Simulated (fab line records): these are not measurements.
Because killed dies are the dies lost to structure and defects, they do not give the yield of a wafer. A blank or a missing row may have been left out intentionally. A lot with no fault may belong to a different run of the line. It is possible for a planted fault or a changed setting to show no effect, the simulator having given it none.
fab line records	flow n5Finfet
[record] lots = 7	wafers = 39
route steps=1938 shown WELL_APT@47 FIN_SAQP@96
startH: the number of hours between the record's first day and the start of the first shown wafer of the lot	waitH: time in hours since the lot's previous step	" identical to the entry in the row above	L1.1+2: a single row standing in for several wafers	- no value, or no start was given	* or withheld: withheld	< > ~ a bound
route shown NAME@n: names a module that has steps shown in the file, with the first one's number in the route	usual: mean/standard deviation of fault-free wafers	same: alike in all rows	chamber/n: place in a boat	sites: readings site by site	_std_site: their standard deviation	_edge_site: inner sites' mean taken away from outer sites' mean	radiusMm: for every site, how far away it sits from the centre of the wafer	mask NAME#n: copy n	behind: the tool/chamber that last shaped the wafer	hold: why the lot went on hold/how many hours it stayed there/how the hold came to an end	device: transistor that didn't switch, given as n, p or np	end of line: tests of these same wafers at the route's end	step lacking rows: just its recipe	killed: dies that structure and defects cost at the first sort, which is not the same as the wafer's yield	map: dies across one wafer; x = killed, . = not, _ = none there
set.NAME: the run value of the setting; set.NAME@STEP: its run value at that earlier step	model.NAME: the simulator's own value behind a step, which no gauge read
lots run with intentionally changed settings; tables by step, rows by wafer
[[steps]]
[step N5_WELL_APT_IMPLANT_31]
[recipe] species = B	energyKev = 60	doseCm2 = 1.5e+13	tiltDeg = 0	rotationDeg = 0
lot.wafer	tool	chamber	startH	waitH	set.energyKev	model.implant.rpNm	model.implant.drpNm
L077.1+2+5	implanter-02	0	33.44	0.1	60	186.7	64.53
L077.3+4+6	"	0	"	"	56.01	175.3	62.2
L081.1+2+4	implanter-01	0	57.14	0.1	66.9	227.5	68.26
L081.3+5+6	"	0	"	"	60	194.1	64.53
L082.1+5+6	implanter-01	0	63.12	0.1	60	185	64.53
L082.2+3+4	"	0	"	"	65.22	208.1	67.38
L089.1+2+5	implanter-02	0	106.47	0.1	60	192.7	64.53
L089.3+4+6	"	0	"	"	66.55	224.1	68.08
L090.1+2+4	implanter-01	0	112.88	0.1	60	189	64.53
L090.3+5+6	"	0	"	"	65.39	213.6	67.47
L092.1+2+3	implanter-01	0	123.20	0.1	60	196.1	64.53
L092.4+5+6	"	0	"	"	53.18	175.5	60.46
L095.1+4+5	implanter-02	0	141.81	0.1	60	188.5	64.53
[step N5_FIN_SAQP_HM_DEP_03]
[recipe] material = SiNx	targetThkA = 380	tempC = 400	precursor = SiH4/NH3/N2	pressureTorr = 1.5	rfW = 300	timeS = 33.6
lot.wafer	tool	chamber	startH	waitH	set.targetThkA	model.SiNx_of_FIN_SAQP_HM_DEP_03.thkNm
L077.1	pecvd-01	0	39.96	0.2	342.5	33.86
L077.2	"	2	"	"	342.5	33.97
L077.3	"	1	"	"	380	37.58
L077.4	"	2	"	"	342.5	34.56
L077.5	"	0	"	"	380	38.35
L077.6	"	1	"	"	380	38.32
L081.1	pecvd-01	0	63.39	0.2	423.7	42.12
L081.2	"	2	"	"	423.7	41.87
L081.3	"	1	"	"	380	37.55
L081.4	"	0	"	"	380	38.78
L081.5	"	2	"	"	423.7	42.91
L081.6	"	1	"	"	380	37.98
L082.1	pecvd-02	1	69.47	0.2	380	38.46
L082.2	"	0	"	"	329.2	32.85
L082.3	"	2	"	"	380	37.49
L082.4	"	2	"	"	380	38.73
L082.5	"	1	"	"	329.2	33.38
L082.6	"	0	"	"	329.2	33.45
L089.1	pecvd-01	0	112.48	0.2	380	37.31
L089.2	"	2	"	"	380	37.93
L089.3	"	1	"	"	380	37.92
L089.4	"	0	"	"	380	38.15
L089.5	"	1	"	"	380	38.07
L089.6	"	2	"	"	380	38.46
L090.1	pecvd-04	2	119.00	0.2	380	38.43
L090.2	"	1	"	"	408.4	40.24
L090.3	"	0	"	"	380	37.7
L090.4	"	2	"	"	408.4	41.37
L090.5	"	1	"	"	408.4	40.9
L090.6	"	0	"	"	380	38.83
L092.1	pecvd-04	1	129.73	0.2	432.4	43.77
L092.2	"	0	"	"	380	37.67
L092.3	"	2	"	"	380	38.27
L092.4	"	2	"	"	432.4	44.22
L092.5	"	1	"	"	432.4	44
L092.6	"	0	"	"	380	38.51
L095.1	pecvd-04	0	147.72	0.2	380	38.32
L095.4	"	1	"	"	380	38.54
L095.5	"	2	"	"	380	39.15
[step N5_FIN_SAQP_THK_MEAS_05]
[usual] thkNm = 38.1/0.47
lot.wafer	tool	chamber	startH	waitH	set.targetThkA@FIN_SAQP_HM_DEP_03	thkNm
L077.1	filmMetro-02	-	40.05	0.1	342.5	33.9
L077.2	"	-	"	"	342.5	34.0
L077.3	"	-	"	"	380	37.5
L077.4	"	-	"	"	342.5	34.6
L077.5	"	-	"	"	380	38.4
L077.6	"	-	"	"	380	38.3
L081.1	filmMetro-01	-	63.48	0.1	423.7	42.2
L081.2	"	-	"	"	423.7	41.9
L081.3	"	-	"	"	380	37.6
L081.4	"	-	"	"	380	38.8
L081.5	"	-	"	"	423.7	42.9
L081.6	"	-	"	"	380	38.0
L082.1	filmMetro-02	-	69.55	0.1	380	38.4
L082.2	"	-	"	"	329.2	32.9
L082.3	"	-	"	"	380	37.5
L082.4	"	-	"	"	380	38.7
L082.5	"	-	"	"	329.2	33.4
L082.6	"	-	"	"	329.2	33.4
L089.1	filmMetro-01	-	112.56	0.1	380	37.3
L089.2	"	-	"	"	380	38.0
L089.3	"	-	"	"	380	38.0
L089.4	"	-	"	"	380	38.1
L089.5	"	-	"	"	380	38.1
L089.6	"	-	"	"	380	38.4
L090.1	filmMetro-01	-	119.09	0.1	380	38.4
L090.2	"	-	"	"	408.4	40.2
L090.3	"	-	"	"	380	37.7
L090.4	"	-	"	"	408.4	41.3
L090.5	"	-	"	"	408.4	40.8
L090.6	"	-	"	"	380	38.9
L092.1	filmMetro-02	-	129.81	0.1	432.4	43.7
L092.2	"	-	"	"	380	37.7
L092.3	"	-	"	"	380	38.2
L092.4	"	-	"	"	432.4	44.2
L092.5	"	-	"	"	432.4	44.0
L092.6	"	-	"	"	380	38.5
L095.1	filmMetro-01	-	147.81	0.1	380	38.4
L095.4	"	-	"	"	380	38.5
L095.5	"	-	"	"	380	39.2
[step N5_FIN_SAQP_SPACER2_ALD_28]
[recipe] material = SiO2	targetThkA = 81	tempC = 300	aldPrecursorFamily = BDEAS	aldCoReactant = O2-plasma	pulseTimeS = 1	purgeTimeS = 2	coReactantPurgeTimeS = 2	pressureTorr = 2
lot.wafer	tool	chamber	startH	waitH	set.targetThkA	model.SiO2_of_FIN_SAQP_SPACER2_ALD_28.thkNm
L077.1+3+6	aldSin-03	3,1,2	43.96	0.1	81	8
L077.2	"	2	"	"	87.37	8.8
L077.4+5	"	0,1	"	"	87.37	8.6
L081.1	aldSin-03	2	67.46	0.1	81	8.2
L081.2+4+5	"	1,3,1	"	"	84.06	8.4
L081.3+6	"	0	"	"	81	8
L082.1+2+4	aldSin-01	2,0,3	73.39	0.1	81	8
L082.3+5+6	"	1,1,2	"	"	84.23	8.4
L089.1+2+4	aldSin-03	3,2,0	118.54	0.1	81	8
L089.3+5+6	"	1,2,1	"	"	69.51	7
L090.1+3	aldSin-04	1,2	123.58	0.1	81	8.2
L090.2+5+6	"	3,0,3	"	"	86.3	8.6
L090.4	"	0	"	"	81	8
L092.1+3+6	aldSin-01	1,3,0	134.90	0.5	90.57	9.2
L092.2+4+5	"	0,2,3	"	"	81	8.2
L095.1+4+5	aldSin-03	0,2,3	152.75	0.1	81	8
[step N5_FIN_SAQP_SPACER2_ETCHBACK_29]
[recipe] chemistry = CHF3/O2	mode = anisotropicEtchback	target = SiO2	targetDepthA = 122	timeS = 6.1	pressureMtorr = 30	sourceW = 650	biasW = 170	Ar_flow_sccm = 200	CHF3_flow_sccm = 50	O2_flow_sccm = 5	ionEnergyEv = 200
[step N5_FIN_SAQP_MANDREL2_REMOVE_60]
[recipe] chemistry = HBr/Cl2/O2	btTimeS = 10	target = a-Si	stopOn = SiNx	endpoint = OES-SiCl	overEtchFrac = 1	icpW = 600	biasW = 22	HBr_flow_sccm = 150	Cl2_flow_sccm = 80	O2_flow_sccm = 5	pressureMtorr = 10
lot.wafer	tool	chamber	startH	waitH	set.targetThkA@FIN_SAQP_SPACER2_ALD_28	model.FIN_SAQP.cdNm
L077.1+3+6	rieSi-02	2,1,1	44.39	0.1	81	8
L077.2	"	3	"	"	87.37	8.8
L077.4+5	"	0,2	"	"	87.37	8.6
L081.1+6	rieSi-04	2,1	67.94	0.1	81	8.2
L081.2+4+5	"	3,0,2	"	"	84.06	8.4
L081.3	"	1	"	"	81	8
L082.1+2	rieSi-03	1,2	73.81	0.1	81	8
L082.3+5+6	"	3,2,1	"	"	84.23	8.4
L082.4	"	0	"	"	81	8.2
L089.1+2+4	rieSi-03	2,3,1	119.10	0.1	81	8
L089.3	"	0	"	"	69.51	6.8
L089.5	"	1	"	"	69.51	7.2
L089.6	"	0	"	"	69.51	7
L090.1+3+4	rieSi-03	1,0,3	124.00	0.1	81	8.2
L090.2+5	"	2,1	"	"	86.3	8.6
L090.6	"	2	"	"	86.3	8.8
L092.1+3	rieSi-02	1,3	135.55	0.1	90.57	9
L092.2+5	"	0,3	"	"	81	8
L092.4	"	2	"	"	81	8.2
L092.6	"	0	"	"	90.57	9.2
L095.1+4+5	rieSi-02	3,2,3	153.18	0.1	81	8
[step N5_FIN_SAQP_CD_MEAS_31]
[recipe] targetCdNm = 8	landingEnergyEv = 1000	detector = seInlens	polarity = line
[usual] cdNm = 8.10/0.22
lot.wafer	tool	chamber	startH	waitH	set.targetThkA@FIN_SAQP_SPACER2_ALD_28	cdNm
L077.1	cdSem-03	0	44.50	0.1	81	7.80
L077.2	"	0	"	"	87.37	8.83
L077.3	"	0	"	"	81	8.27
L077.4	"	0	"	"	87.37	8.71
L077.5	"	0	"	"	87.37	8.74
L077.6	"	0	"	"	81	8.10
L081.1	cdSem-01	0	68.05	0.1	81	8.17
L081.2	"	0	"	"	84.06	8.68
L081.3	"	0	"	"	81	8.13
L081.4	"	0	"	"	84.06	8.13
L081.5	"	0	"	"	84.06	8.25
L081.6	"	0	"	"	81	7.78
L082.1	cdSem-03	0	73.92	0.1	81	7.81
L082.2	"	0	"	"	81	8.26
L082.3	"	0	"	"	84.23	8.26
L082.4	"	0	"	"	81	7.96
L082.5	"	0	"	"	84.23	8.65
L082.6	"	0	"	"	84.23	8.30
L089.1	cdSem-03	0	119.21	0.1	81	7.94
L089.2	"	0	"	"	81	7.85
L089.3	"	0	"	"	69.51	6.88
L089.4	"	0	"	"	81	8.29
L089.5	"	0	"	"	69.51	7.02
L089.6	"	0	"	"	69.51	6.88
L090.1	cdSem-03	0	124.11	0.1	81	8.57
L090.2	"	0	"	"	86.3	8.49
L090.3	"	0	"	"	81	8.40
L090.4	"	0	"	"	81	8.19
L090.5	"	0	"	"	86.3	8.91
L090.6	"	0	"	"	86.3	8.45
L092.1	cdSem-01	0	135.66	0.1	90.57	8.79
L092.2	"	0	"	"	81	7.80
L092.3	"	0	"	"	90.57	9.00
L092.4	"	0	"	"	81	8.18
L092.5	"	0	"	"	81	7.90
L092.6	"	0	"	"	90.57	9.33
L095.1	cdSem-01	0	153.29	0.1	81	8.06
L095.4	"	0	"	"	81	8.27
L095.5	"	0	"	"	81	8.11
[step N5_FIN_SAQP_HM_OPEN_33]
[recipe] chemistry = CH3F/O2	target = SiNx	maskMaterial = SiO2	targetDepthA = 494	timeS = 70.6	pressureMtorr = 30	sourceW = 395	biasW = 73	Ar_flow_sccm = 150	CH3F_flow_sccm = 30	O2_flow_sccm = 20	ionEnergyEv = 120	ends = cleared
[usual] etchRfOnTimeS = 69.6/1.2
lot.wafer	tool	chamber	startH	waitH	set.targetThkA@FIN_SAQP_HM_DEP_03	set.targetThkA@FIN_SAQP_SPACER2_ALD_28	etchRfOnTimeS	model.etch.depthNm	model.FIN_SAQP.cdNm
L077.1	rieDiel-05	0	44.55	0.0	342.5	81	62.8	33.18	8
L077.2	"	1	"	"	342.5	87.37	62.3	33.32	8.6
L077.3	"	2	"	"	380	81	69.0	36.95	8
L077.4	"	3	"	"	342.5	87.37	62.3	33.94	8.6
L077.5	"	0	"	"	380	87.37	70.2	37.73	8.6
L077.6	"	3	"	"	380	81	69.3	37.64	8
L081.1	rieDiel-01	1	68.09	0.0	423.7	81	76.5	41.5	8
L081.2	"	0	"	"	423.7	84.06	76.8	41.25	8.4
L081.3	"	3	"	"	380	81	68.2	36.88	8.2
L081.4	"	2	"	"	380	84.06	71.7	38.06	8.4
L081.5	"	1	"	"	423.7	84.06	77.3	42.24	8.4
L081.6	"	2	"	"	380	81	69.4	37.26	8.2
L082.1	rieDiel-04	2	73.97	0.0	380	81	70.3	37.83	8
L082.2	"	3	"	"	329.2	81	59.5	32.23	8.2
L082.3	"	0	"	"	380	84.23	68.7	36.82	8.6
L082.4	"	1	"	"	380	81	69.5	38.1	8.2
L082.5	"	1	"	"	329.2	84.23	60.0	32.75	8.6
L082.6	"	0	"	"	329.2	84.23	61.2	32.78	8.6
L089.1	rieDiel-01	1	119.43	0.2	380	81	66.7	36.58	8
L089.2	"	3	"	"	380	81	69.8	37.3	8
L089.3	"	0	"	"	380	69.51	68.9	37.3	6.8
L089.4	"	2	"	"	380	81	69.4	37.42	8
L089.5	"	2	"	"	380	69.51	69.7	37.44	7.2
L089.6	"	1	"	"	380	69.51	69.7	37.83	7
L090.1	rieDiel-04	3	124.15	0.0	380	81	70.6	37.8	8.4
L090.2	"	0	"	"	408.4	86.3	74.1	39.58	8.6
L090.3	"	2	"	"	380	81	69.2	37.07	8.2
L090.4	"	1	"	"	408.4	81	74.9	40.74	8.2
L090.5	"	1	"	"	408.4	86.3	74.4	40.27	8.6
L090.6	"	2	"	"	380	86.3	70.6	38.16	8.8
L092.1	rieDiel-01	0	135.71	0.0	432.4	90.57	81.3	43.14	9
L092.2	"	3	"	"	380	81	69.1	37	8.2
L092.3	"	2	"	"	380	90.57	70.1	37.55	9.2
L092.4	"	1	"	"	432.4	81	81.0	43.59	8.2
L092.5	"	2	"	"	432.4	81	81.9	43.38	8
L092.6	"	3	"	"	380	90.57	70.5	37.88	9.2
L095.1	rieDiel-05	3	153.34	0.0	380	81	70.1	37.69	8
L095.4	"	1	"	"	380	81	70.8	37.91	8
L095.5	"	3	"	"	380	81	71.5	38.53	8
[step N5_FIN_SAQP_ETCH_34]
[recipe] chemistry = C4F6/O2	target = SiO2	targetDepthA = 450	timeS = 15	ionEnergyEv = 250	pressureMtorr = 30	sourceW = 345	biasW = 185	Ar_flow_sccm = 300	C4F6_flow_sccm = 10	O2_flow_sccm = 10	ends = cleared
lot.wafer	tool	chamber	startH	waitH	set.targetThkA@FIN_SAQP_SPACER2_ALD_28	model.FIN_SAQP.cdNm
L077.1+3+6	rieDiel-05	0,2,3	44.62	0.0	81	8
L077.2	"	1	"	"	87.37	8.8
L077.4+5	"	3,0	"	"	87.37	8.6
L081.1	rieDiel-01	1	68.16	0.0	81	8
L081.2+4+5	"	0,2,1	"	"	84.06	8.4
L081.3+6	"	3,2	"	"	81	8.2
L082.1	rieDiel-04	2	74.04	0.0	81	8
L082.2+4	"	3,1	"	"	81	8.2
L082.3+5+6	"	0,1,0	"	"	84.23	8.6
L089.1+2+4	rieDiel-01	1,3,2	119.50	0.0	81	8
L089.3	"	0	"	"	69.51	6.8
L089.5+6	"	2,1	"	"	69.51	7
L090.1+3	rieDiel-04	3,2	124.22	0.0	81	8.2
L090.2+5	"	0,1	"	"	86.3	8.6
L090.4	"	1	"	"	81	8
L090.6	"	2	"	"	86.3	8.8
L092.1	rieDiel-01	0	135.78	0.0	90.57	9
L092.2+4	"	3,1	"	"	81	8.2
L092.3+6	"	2,3	"	"	90.57	9.2
L092.5	"	2	"	"	81	8
L095.1+5	rieDiel-05	3	153.41	0.0	81	8.2
L095.4	"	1	"	"	81	8
[step N5_FIN_SAQP_STRIP_77]
[recipe] chemistry = N2/H2	timeS = 90	powerW = 100	tempC = 40	pressureMtorr = 100	rfFrequencyHz = 6e+07	biasPowerW = 3	n2FlowSccm = 300	h2FlowSccm = 300
[step N5_FIN_SAQP_HM_CD_35]
[recipe] targetCdNm = 8	polarity = line
[usual] cdNm = 8.09/0.24
lot.wafer	tool	chamber	startH	waitH	set.targetThkA@FIN_SAQP_SPACER2_ALD_28	cdNm
L077.1	cdSem-01	-	44.76	0.1	81	8.26
L077.2	"	-	"	"	87.37	8.86
L077.3	"	-	"	"	81	8.31
L077.4	"	-	"	"	87.37	8.69
L077.5	"	-	"	"	87.37	8.52
L077.6	"	-	"	"	81	7.91
L081.1	cdSem-02	-	68.31	0.1	81	8.03
L081.2	"	-	"	"	84.06	8.48
L081.3	"	-	"	"	81	8.08
L081.4	"	-	"	"	84.06	8.12
L081.5	"	-	"	"	84.06	8.45
L081.6	"	-	"	"	81	8.41
L082.1	cdSem-02	-	74.19	0.1	81	8.23
L082.2	"	-	"	"	81	7.89
L082.3	"	-	"	"	84.23	8.86
L082.4	"	-	"	"	81	8.00
L082.5	"	-	"	"	84.23	8.37
L082.6	"	-	"	"	84.23	8.41
L089.1	cdSem-02	-	119.65	0.1	81	7.80
L089.2	"	-	"	"	81	7.99
L089.3	"	-	"	"	69.51	7.07
L089.4	"	-	"	"	81	7.47
L089.5	"	-	"	"	69.51	6.61
L089.6	"	-	"	"	69.51	6.93
L090.1	cdSem-02	-	124.37	0.1	81	8.19
L090.2	"	-	"	"	86.3	8.51
L090.3	"	-	"	"	81	8.35
L090.4	"	-	"	"	81	7.92
L090.5	"	-	"	"	86.3	8.53
L090.6	"	-	"	"	86.3	9.15
L092.1	cdSem-02	-	135.93	0.1	90.57	8.92
L092.2	"	-	"	"	81	7.69
L092.3	"	-	"	"	90.57	9.23
L092.4	"	-	"	"	81	8.02
L092.5	"	-	"	"	81	8.11
L092.6	"	-	"	"	90.57	9.24
L095.1	cdSem-02	-	153.55	0.1	81	8.02
L095.4	"	-	"	"	81	8.18
L095.5	"	-	"	"	81	8.25
[step N5_FIN_SAQP_ETCH_64]
[recipe] chemistry = CF4	target = SiO2	targetDepthA = 15	ionEnergyEv = 350	pressureMtorr = 10	icpW = 800	biasW = 400	cf4FlowSccm = 80
[step N5_FIN_SAQP_FIN_ETCH_36]
[recipe] chemistry = HBr/Cl2/O2	targetDepthA = 1200	maskMaterial = SiNx	timeS = 50.4	biasW = 102	pressureMtorr = 10	icpW = 800	HBr_flow_sccm = 150	Cl2_flow_sccm = 80	O2_flow_sccm = 12
lot.wafer	tool	chamber	startH	waitH	set.targetThkA@FIN_SAQP_SPACER2_ALD_28	model.FIN_SAQP.cdNm
L077.1+3+6	rieSi-04	1,2,3	44.83	0.0	81	8
L077.2	"	3	"	"	87.37	8.8
L077.4+5	"	0,2	"	"	87.37	8.6
L081.1+3+6	rieSi-03	3,1,3	68.38	0.0	81	8.2
L081.2	"	2	"	"	84.06	8.2
L081.4+5	"	0	"	"	84.06	8.4
L082.1	rieSi-04	3	74.26	0.0	81	8
L082.2+4	"	2,1	"	"	81	8.2
L082.3	"	0	"	"	84.23	8.4
L082.5+6	"	3,2	"	"	84.23	8.6
L089.1+2+4	rieSi-04	3,0,3	119.72	0.0	81	8
L089.3	"	1	"	"	69.51	6.8
L089.5+6	"	0,1	"	"	69.51	7
L090.1+3	rieSi-02	0,3	124.44	0.0	81	8.4
L090.2	"	1	"	"	86.3	8.6
L090.4	"	0	"	"	81	8
L090.5+6	"	3,1	"	"	86.3	8.8
L092.1+3	rieSi-04	1,2	136.00	0.0	90.57	9.2
L092.2+4	"	0,3	"	"	81	8.2
L092.5	"	1	"	"	81	8
L092.6	"	2	"	"	90.57	9.4
L095.1+4+5	rieSi-03	2,0,1	153.62	0.0	81	8.2
[step N5_FIN_SAQP_CD_MEAS_37]
[recipe] targetCdNm = 8	polarity = line
[usual] cdNm = 8.12/0.23
lot.wafer	tool	chamber	startH	waitH	set.targetThkA@FIN_SAQP_SPACER2_ALD_28	cdNm
L077.1	cdSem-01	-	44.95	0.1	81	7.96
L077.2	"	-	"	"	87.37	8.43
L077.3	"	-	"	"	81	7.85
L077.4	"	-	"	"	87.37	8.47
L077.5	"	-	"	"	87.37	8.54
L077.6	"	-	"	"	81	7.93
L081.1	cdSem-03	-	68.50	0.1	81	8.19
L081.2	"	-	"	"	84.06	8.50
L081.3	"	-	"	"	81	8.45
L081.4	"	-	"	"	84.06	8.78
L081.5	"	-	"	"	84.06	8.62
L081.6	"	-	"	"	81	8.11
L082.1	cdSem-01	-	74.38	0.1	81	8.06
L082.2	"	-	"	"	81	7.90
L082.3	"	-	"	"	84.23	8.13
L082.4	"	-	"	"	81	8.13
L082.5	"	-	"	"	84.23	8.32
L082.6	"	-	"	"	84.23	8.61
L089.1	cdSem-03	-	119.84	0.1	81	8.18
L089.2	"	-	"	"	81	8.27
L089.3	"	-	"	"	69.51	6.77
L089.4	"	-	"	"	81	8.31
L089.5	"	-	"	"	69.51	6.71
L089.6	"	-	"	"	69.51	6.74
L090.1	cdSem-01	-	124.56	0.1	81	8.31
L090.2	"	-	"	"	86.3	8.86
L090.3	"	-	"	"	81	8.41
L090.4	"	-	"	"	81	8.13
L090.5	"	-	"	"	86.3	9.04
L090.6	"	-	"	"	86.3	8.91
L092.1	cdSem-03	-	136.12	0.1	90.57	8.93
L092.2	"	-	"	"	81	8.40
L092.3	"	-	"	"	90.57	9.40
L092.4	"	-	"	"	81	8.11
L092.5	"	-	"	"	81	7.94
L092.6	"	-	"	"	90.57	9.30
L095.1	cdSem-02	-	153.74	0.1	81	7.87
L095.4	"	-	"	"	81	7.86
L095.5	"	-	"	"	81	8.29
[step N5_FIN_SAQP_PRECLEAN_38]
[recipe] chemistry = O3/DIW	timeS = 45	tempC = 22	o3Ppm = 10
[step N5_FIN_SAQP_PRECLEAN_45]
[recipe] chemistry = dHF	timeS = 10	dilution = 500:1	tempC = 25
lot.wafer	tool	chamber	startH	waitH	set.targetThkA@FIN_SAQP_HM_DEP_03	model.SiNx_of_FIN_SAQP_HM_DEP_03.thkNm
L077.1	wetBench-04	3	45.01	0.0	342.5	16.6
L077.2	"	7	"	"	342.5	17
L077.3	"	0	"	"	380	20.6
L077.4	"	2	"	"	342.5	17.4
L077.5	"	6	"	"	380	21.4
L077.6	"	1	"	"	380	21.2
L081.1	wetBench-06	6	68.56	0.0	423.7	25.2
L081.2	"	3	"	"	423.7	25
L081.3	"	0	"	"	380	20.6
L081.4	"	7	"	"	380	21.6
L081.5	"	1	"	"	423.7	25.8
L081.6	"	2	"	"	380	21
L082.1+4	wetBench-01	7,3	74.43	0.0	380	21.6
L082.2	"	1	"	"	329.2	16
L082.3	"	4	"	"	380	20.4
L082.5	"	2	"	"	329.2	16.6
L082.6	"	0	"	"	329.2	16.4
L089.1	wetBench-01	0	119.90	0.0	380	20.2
L089.2+4+5	"	4,1,5	"	"	380	21
L089.3	"	3	"	"	380	20.6
L089.6	"	2	"	"	380	21.2
L090.1	wetBench-06	2	124.62	0.0	380	21.4
L090.2	"	3	"	"	408.4	23.2
L090.3	"	4	"	"	380	21
L090.4	"	6	"	"	408.4	24.4
L090.5	"	5	"	"	408.4	24.2
L090.6	"	7	"	"	380	21.8
L092.1	wetBench-04	2	136.17	0.0	432.4	26.6
L092.2	"	7	"	"	380	20.8
L092.3	"	0	"	"	380	21.2
L092.4	"	1	"	"	432.4	27.4
L092.5	"	4	"	"	432.4	26.8
L092.6	"	3	"	"	380	21.8
L095.1	wetBench-01	0	153.80	0.0	380	21.4
L095.4	"	7	"	"	380	21.6
L095.5	"	5	"	"	380	22.6
[[key]]
[split] step = N5_WELL_APT_IMPLANT_31	setting = energyKev	stated = 60	by = wafer
[response] step = N5_WELL_APT_IMPLANT_31	reading = model.implant.rpNm	change = +2.51	per = 1%	r = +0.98
[response] step = N5_WELL_APT_IMPLANT_31	reading = model.implant.drpNm	change = +0.335	per = 1%	r = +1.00
[split] step = N5_FIN_SAQP_HM_DEP_03	setting = targetThkA	stated = 380	by = wafer
[response] step = N5_FIN_SAQP_HM_DEP_03	reading = model.SiNx_of_FIN_SAQP_HM_DEP_03.thkNm	change = +0.387	per = 1%	r = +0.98
[response] step = N5_FIN_SAQP_THK_MEAS_05	reading = thkNm	change = *	per = 1%	r = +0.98
[response] step = N5_FIN_SAQP_HM_OPEN_33	reading = etchRfOnTimeS	change = *	per = 1%	r = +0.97
[response] step = N5_FIN_SAQP_HM_OPEN_33	reading = model.etch.depthNm	change = +0.39	per = 1%	r = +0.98
[response] step = N5_FIN_SAQP_PRECLEAN_45	reading = model.SiNx_of_FIN_SAQP_HM_DEP_03.thkNm	change = +0.384	per = 1%	r = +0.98
[split] step = N5_FIN_SAQP_SPACER2_ALD_28	setting = targetThkA	stated = 81	by = wafer
[response] step = N5_FIN_SAQP_SPACER2_ALD_28	reading = model.SiO2_of_FIN_SAQP_SPACER2_ALD_28.thkNm	change = +0.0781	per = 1%	r = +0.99
[response] step = N5_FIN_SAQP_MANDREL2_REMOVE_60	reading = model.FIN_SAQP.cdNm	change = +0.077	per = 1%	r = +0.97
[response] step = N5_FIN_SAQP_CD_MEAS_31	reading = cdNm	change = +0.0803	per = 1%	r = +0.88
[response] step = N5_FIN_SAQP_HM_OPEN_33	reading = model.FIN_SAQP.cdNm	change = +0.0761	per = 1%	r = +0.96
[response] step = N5_FIN_SAQP_ETCH_34	reading = model.FIN_SAQP.cdNm	change = +0.081	per = 1%	r = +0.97
[response] step = N5_FIN_SAQP_HM_CD_35	reading = cdNm	change = +0.0782	per = 1%	r = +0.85
[response] step = N5_FIN_SAQP_FIN_ETCH_36	reading = model.FIN_SAQP.cdNm	change = +0.0818	per = 1%	r = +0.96
[response] step = N5_FIN_SAQP_CD_MEAS_37	reading = cdNm	change = +0.0956	per = 1%	r = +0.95
